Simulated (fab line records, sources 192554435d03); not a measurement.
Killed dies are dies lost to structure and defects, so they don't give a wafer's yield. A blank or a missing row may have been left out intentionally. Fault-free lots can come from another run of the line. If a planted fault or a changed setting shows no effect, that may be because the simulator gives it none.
fab line records | flow n5-finfet
[record] lots = 5 | wafers = 15 | last-day = 17
route steps=1938 shown BEOL_M8@1386
lots with no fault: from the same line, run without faults
start-h: hours from the record's opening day to when the first of the lot's shown wafers began | wait-h: how many hours have passed since the lot's step before this one | " unchanged from the row above | L1.1+2: a row that stands for several wafers | - value missing, or start not given | * or withheld: withheld | < > ~ a bound
route shown NAME@n: names a module that has steps shown in the file, with the first one's number in the route | usual: average and standard deviation across the fault-free wafers | same: alike in all rows | chamber/n: place in a boat | sites: each site's reading | _std_site: their standard deviation | _edge_site: the outer-site mean with the inner-site mean subtracted | radius-mm: how far each site lies from the wafer's centre | mask NAME#n: copy n | behind: the most recent tool/chamber to have shaped the wafer | hold: the reason the lot was held/the length of the hold in hours/how it ended | device: which transistor (n, p or np) failed to switch | end of line: tests run on the same wafers once the route is complete | where a step has no rows: the recipe by itself | killed: the dies lost at the first sort to structure and to defects; this is not the yield of the wafer | map: per-die view of a wafer (x killed, . not killed, _ where there is no die)
set.NAME: the setting that was run; set.NAME@STEP: the one run at that earlier step | model.NAME: the simulator's own value behind a step, which no gauge read
lots at selected steps of the route; one table per step, one row per wafer
services: from which hour (start-h, from the record's first day; less than 0 if before it) a tool's chamber was out of use, for how many hours, and why
[[steps]]
[step N5_BEOL_M8_CURE_75]
[recipe] temp-c = 370 | time-s = 120 | ambient = DMADMS/He | material = SiCOH_lowk
[step N5_BEOL_M8_DEGAS_44]
[recipe] ambient = vacuum | temp-c = 250 | time-s = 60
[usual] heater-power-w = 319/28
lot.wafer | tool           | chamber | start-h | wait-h | heater-power-w
L224.1    | pvd-sputter-03 | -       | 250.87  | 1.0    | 311
L224.2    | "              | -       | "       | "      | 278
L224.5    | "              | -       | "       | "      | 304
L225.2    | pvd-sputter-03 | -       | 273.03  | 0.4    | 276
L225.3    | "              | -       | "       | "      | 302
L225.6    | "              | -       | "       | "      | 292
L227.1    | pvd-sputter-01 | -       | 282.46  | 1.0    | 343
L227.2    | "              | -       | "       | "      | 357
L227.4    | "              | -       | "       | "      | 342
L230.2    | pvd-sputter-03 | -       | 295.65  | 0.4    | 308
L230.3    | "              | -       | "       | "      | 298
L230.4    | "              | -       | "       | "      | 273
L239.1    | pvd-sputter-02 | -       | 343.02  | 1.1    | 277
L239.3    | "              | -       | "       | "      | 320
L239.6    | "              | -       | "       | "      | 282
[step N5_BEOL_M8_PRE_CLEAN_45]
[recipe] gas = H2/He | time-s = 30 | temp-c = 250
[step N5_BEOL_M8_ALD_77]
[recipe] material = TaN | target-thk-a = 20 | temp-c = 275 | ald-precursor-family = PDMAT | ald-co-reactant = NH3 | pressure-torr = 3 | carrier-flow-sccm = 1500 | pulse-time-s = 2 | purge-time-s = 3 | co-reactant-purge-time-s = 2 | co-reactant-pulse-time-s = 3 | ald-cycles = 40 | precursor-vessel-temp-c = 75 | precursor-vessel-pressure-torr = 26.25 | precursor-vessel-carrier-sccm = 1000
[usual] heater-power-w = 404/43
lot.wafer | tool         | chamber | start-h | wait-h | heater-power-w
L224.1    | ald-metal-02 | 2       | 250.98  | 0.1    | 416
L224.2    | "            | 1       | "       | "      | 447
L224.5    | "            | 2       | "       | "      | 424
L225.2    | ald-metal-02 | 0       | 273.26  | 0.2    | 464
L225.3    | "            | 2       | "       | "      | 402
L225.6    | "            | 1       | "       | "      | 444
L227.1    | ald-metal-04 | 3       | 282.56  | 0.0    | 408
L227.2    | "            | 1       | "       | "      | 350
L227.4    | "            | 3       | "       | "      | 400
L230.2    | ald-metal-03 | 3       | 295.77  | 0.1    | 371
L230.3    | "            | 0       | "       | "      | 453
L230.4    | "            | 1       | "       | "      | 396
L239.1    | ald-metal-04 | 3       | 343.12  | 0.0    | 407
L239.3    | "            | 0       | "       | "      | 353
L239.6    | "            | 0       | "       | "      | 346
[step N5_BEOL_M8_SURFACE_TREAT_79]
[recipe] gas = Ar | time-s = * | ion-energy-ev = * | ion-current-ma-cm2 = 0.5 | pressure-mtorr = * | ar-flow-sccm = 30
[usual] throttle-valve-pct = *
lot.wafer | tool           | chamber | start-h | wait-h | throttle-valve-pct
L224.1    | pvd-sputter-01 | -       | 251.27  | 0.2    | *
L224.2    | "              | -       | "       | "      | *
L224.5    | "              | -       | "       | "      | *
L225.2    | pvd-sputter-02 | -       | 273.58  | 0.2    | *
L225.3    | "              | -       | "       | "      | *
L225.6    | "              | -       | "       | "      | *
L227.1    | pvd-sputter-01 | -       | 282.90  | 0.2    | *
L227.2    | "              | -       | "       | "      | *
L227.4    | "              | -       | "       | "      | *
L230.2    | pvd-sputter-03 | -       | 296.09  | 0.2    | *
L230.3    | "              | -       | "       | "      | *
L230.4    | "              | -       | "       | "      | *
L239.1    | pvd-sputter-02 | -       | 343.46  | 0.2    | *
L239.3    | "              | -       | "       | "      | *
L239.6    | "              | -       | "       | "      | *
[step N5_BEOL_M8_CVD_78]
[recipe] material = Co | target-thk-a = 20 | temp-c = withheld | precursor = CCTBA/H2 | pressure-torr = 30 | time-s = 142.3
[step N5_BEOL_M8_SPUTTER_48]
[recipe] material = Cu | target-thk-a = 100 | temp-c = -20 | bias-v = 60 | power-w = 26000 | chamber-pressure-pa = 0.13 | time-s = 1.667
[usual] throttle-valve-pct = 29.8/1.1
lot.wafer | tool           | chamber | start-h | wait-h | throttle-valve-pct
L224.1    | pvd-sputter-03 | -       | 251.47  | 0.1    | 28.9
L224.2    | "              | -       | "       | "      | 30.6
L224.5    | "              | -       | "       | "      | 30.5
L225.2    | pvd-sputter-01 | -       | 273.88  | 0.1    | 30.8
L225.3    | "              | -       | "       | "      | 29.9
L225.6    | "              | -       | "       | "      | 29.9
L227.1    | pvd-sputter-01 | -       | 283.34  | 0.1    | 29.3
L227.2    | "              | -       | "       | "      | 30.0
L227.4    | "              | -       | "       | "      | 32.2
L230.2    | pvd-sputter-02 | -       | 296.60  | 0.2    | 29.7
L230.3    | "              | -       | "       | "      | 29.0
L230.4    | "              | -       | "       | "      | 28.2
L239.1    | pvd-sputter-02 | -       | 343.74  | 0.2    | 28.3
L239.3    | "              | -       | "       | "      | 29.0
L239.6    | "              | -       | "       | "      | 28.9
[step N5_BEOL_M8_ECD_50]
[recipe] material = Cu | target-thk-a = 3000
[step N5_BEOL_M8_ANNEAL_51]
[recipe] temp-c = 225 | time-s = 90 | ambient = N2
[step N5_BEOL_M8_CMP_52]
[recipe] stop-on = SiCOH_lowk | t-overpolish-s = 6.9 | down-force-psi = 1 | platen-rpm = 50 | clearing-platen-down-force-psi = 1.5 | clearing-platen-rpm = 50 | post-cmp-clean = cu-alkaline | target-thk-nm = 80 | clearing-platen-pad-velocity-m-s = 0.99484 | pad-velocity-m-s = 0.99484
[usual] barrier-field-endpoint-s = 28.8/0.67 | motor-current-A = 6.1/0.54 | overpolish-run-s = 6.899/0.0087 | time-to-endpoint-s = 61.8/2.9
[same] t-overpolish-s = 6.9
lot.wafer | tool   | chamber | start-h | wait-h | barrier-field-endpoint-s | motor-current-A | overpolish-run-s | time-to-endpoint-s
L224.1    | cmp-01 | 1       | 251.98  | 0.3    | 27.4                     | 6.4             | 6.885            | 58.7
L224.2    | "      | 3       | "       | "      | 28.3                     | 6.0             | 6.897            | 59.6
L224.5    | "      | 2       | "       | "      | 28.2                     | 5.6             | 6.897            | 61.7
L225.2    | cmp-01 | 1       | 274.78  | 0.2    | 29.0                     | 6.3             | 6.911            | 63.7
L225.3    | "      | 0       | "       | "      | 29.2                     | 6.0             | 6.901            | 64.7
L225.6    | "      | 2       | "       | "      | 29.3                     | 5.2             | 6.890            | 64.0
L227.1    | cmp-03 | 1       | 283.89  | 0.3    | 28.3                     | 6.9             | 6.887            | 62.7
L227.4    | "      | 2       | "       | "      | 28.5                     | 6.7             | 6.909            | 62.1
L227.2    | "      | 3       | "       | "      | 28.5                     | 5.3             | 6.901            | 64.2
L230.3    | cmp-04 | 0       | 297.25  | 0.3    | 28.1                     | 5.7             | 6.920            | 60.4
L230.2    | "      | 1       | "       | "      | 28.9                     | 6.9             | 6.898            | 62.0
L230.4    | "      | 2       | "       | "      | 28.3                     | 6.3             | 6.889            | 59.1
L239.1    | cmp-03 | 2       | 344.28  | 0.3    | 28.8                     | 7.1             | 6.906            | 67.6
L239.3    | "      | 0       | "       | "      | 28.5                     | 6.7             | 6.900            | 60.8
L239.6    | "      | 1       | "       | "      | 29.0                     | 6.6             | 6.880            | 64.3
[step N5_BEOL_M8_THK_MEAS_53]
[recipe] thk-meas-gauge = xrf | reads = Cu_of_BEOL_M8_ECD_50
[usual] M8_THK = 80.0/1.7
lot.wafer | tool          | chamber | start-h | wait-h | M8_THK[nm]
L224.1    | film-metro-02 | -       | 252.27  | -      | 80.2
L224.2    | "             | -       | "       | "      | 80.2
L224.5    | "             | -       | "       | "      | 77.7
L225.2    | film-metro-01 | -       | 275.08  | -      | 83.5
L225.3    | "             | -       | "       | "      | 82.3
L225.6    | "             | -       | "       | "      | 80.9
L227.1    | film-metro-01 | -       | 284.14  | -      | 80.0
L227.2    | "             | -       | "       | "      | 79.0
L227.4    | "             | -       | "       | "      | 76.7
L230.2    | film-metro-01 | -       | 297.51  | -      | 79.4
L230.3    | "             | -       | "       | "      | 81.6
L230.4    | "             | -       | "       | "      | 80.7
L239.1    | film-metro-02 | -       | 344.54  | -      | 79.9
L239.3    | "             | -       | "       | "      | 77.5
L239.6    | "             | -       | "       | "      | 82.2
[step N5_BEOL_M8_PRE_CLEAN_55]
[recipe] gas = NH3 | time-s = 15 | temp-c = withheld | rf-power-w = 300
[step N5_BEOL_M8_DEP_56]
[recipe] material = SiCN | target-thk-a = 100 | temp-c = withheld | precursor = 3MS/NH3 | pressure-torr = 3 | rf-w = 202 | time-s = 17.5
[usual] showerhead-plenum-p-Torr = 3.660/0.0089 | throttle-valve-pct = 8.9/0.39
lot.wafer | tool     | chamber | start-h | wait-h | showerhead-plenum-p-Torr | throttle-valve-pct | model.SiCN_of_BEOL_M8_DEP_56.thk-nm
L224.1    | pecvd-01 | 2       | 252.34  | 0.0    | 3.654                    | 8.8                | 9.8
L224.2    | "        | 1       | "       | "      | 3.643                    | 9.5                | 9.8
L224.5    | "        | 2       | "       | "      | 3.656                    | 8.7                | 9.8
L225.2    | pecvd-03 | 0       | 275.14  | 0.0    | 3.651                    | 9.6                | 10
L225.3    | "        | 1       | "       | "      | 3.660                    | 8.9                | 10.4
L225.6    | "        | 1       | "       | "      | 3.665                    | 8.9                | 10.2
L227.1    | pecvd-03 | 1       | 284.21  | 0.0    | 3.662                    | 8.9                | 10
L227.2    | "        | 0       | "       | "      | 3.644                    | 9.4                | 5.6
L227.4    | "        | 0       | "       | "      | 3.653                    | 9.3                | 10.2
L230.2    | pecvd-04 | 2       | 297.57  | 0.0    | 3.660                    | 8.4                | 9.8
L230.3    | "        | 1       | "       | "      | 3.660                    | 9.1                | 9.8
L230.4    | "        | 2       | "       | "      | 3.656                    | 8.3                | 10
L239.1    | pecvd-01 | 0       | 344.60  | 0.0    | 3.682                    | 9.5                | 10
L239.3    | "        | 1       | "       | "      | 3.640                    | 9.5                | 10
L239.6    | "        | 0       | "       | "      | 3.669                    | 9.3                | 10.2
[step N5_BEOL_M8_RS_MEAS_57]
[recipe] thk-meas-gauge = four-point-probe | reads = Cu_of_BEOL_M8_ECD_50+Co_of_BEOL_M8_CVD_78+TaN_of_BEOL_M8_ALD_77
[usual] M8_RS = 0.287/0.0073
lot.wafer | tool          | chamber | start-h | wait-h | M8_RS[ohm/sq]
L224.1    | film-metro-02 | -       | 252.40  | 0.1    | 0.286
L224.2    | "             | -       | "       | "      | 0.285
L224.5    | "             | -       | "       | "      | 0.295
L225.2    | film-metro-02 | -       | 275.21  | 0.1    | 0.276
L225.3    | "             | -       | "       | "      | 0.281
L225.6    | "             | -       | "       | "      | 0.285
L227.1    | film-metro-01 | -       | 284.28  | 0.1    | 0.286
L227.2    | "             | -       | "       | "      | 0.289
L227.4    | "             | -       | "       | "      | 0.299
L230.2    | film-metro-02 | -       | 297.64  | 0.1    | 0.293
L230.3    | "             | -       | "       | "      | 0.283
L230.4    | "             | -       | "       | "      | 0.287
L239.1    | film-metro-01 | -       | 344.67  | 0.1    | 0.287
L239.3    | "             | -       | "       | "      | 0.296
L239.6    | "             | -       | "       | "      | 0.276
[[services]]
tool         | chamber | start-h | hours | kind
cmp-04       | -       | 239.55  | 1.1   | repair
ald-metal-02 | 0       | 242.32  | 4.1   | repair
ald-metal-04 | 2       | 262.36  | 26.9  | repair
pecvd-01     | -       | 266.59  | 2.8   | pm
cmp-01       | -       | 268.13  | 1.9   | repair
cmp-04       | -       | 270.86  | 6.2   | pm
pecvd-04     | 0       | 287.85  | 5.5   | scheduled-down
cmp-01       | -       | 289.09  | 4.0   | pm
cmp-01       | -       | 293.09  | -     | consumable-replace:conditioner
cmp-01       | -       | 293.09  | -     | consumable-replace:pad
cmp-03       | -       | 296.21  | 4.0   | pm
cmp-03       | -       | 300.21  | -     | consumable-replace:conditioner
cmp-03       | -       | 300.21  | -     | consumable-replace:pad
cmp-03       | -       | 316.56  | 0.2   | repair
ald-metal-03 | 0       | 338.87  | 1.8   | repair
pecvd-03     | 0       | 344.56  | 12.3  | repair
[[key]]
first-sign none at tools or gauges
[model-effect] step = N5_BEOL_M8_DEP_56 | value = SiCN_of_BEOL_M8_DEP_56.thk-nm | without = 10 | struck = 5.6
met-at N5_BEOL_M8_DEP_56
struck-wafers L227.2
onset-between 275.14 284.21
[fault] kind = process-parameter-drift | tool = pecvd-03 | chamber = - | onset-h = 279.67 | steps = N5_BEOL_M8_DEP_56 | channel = time-s | offset = * | shape = step | end-h = 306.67 | scope = struck-wafers-only | acts-in = * | stated = *
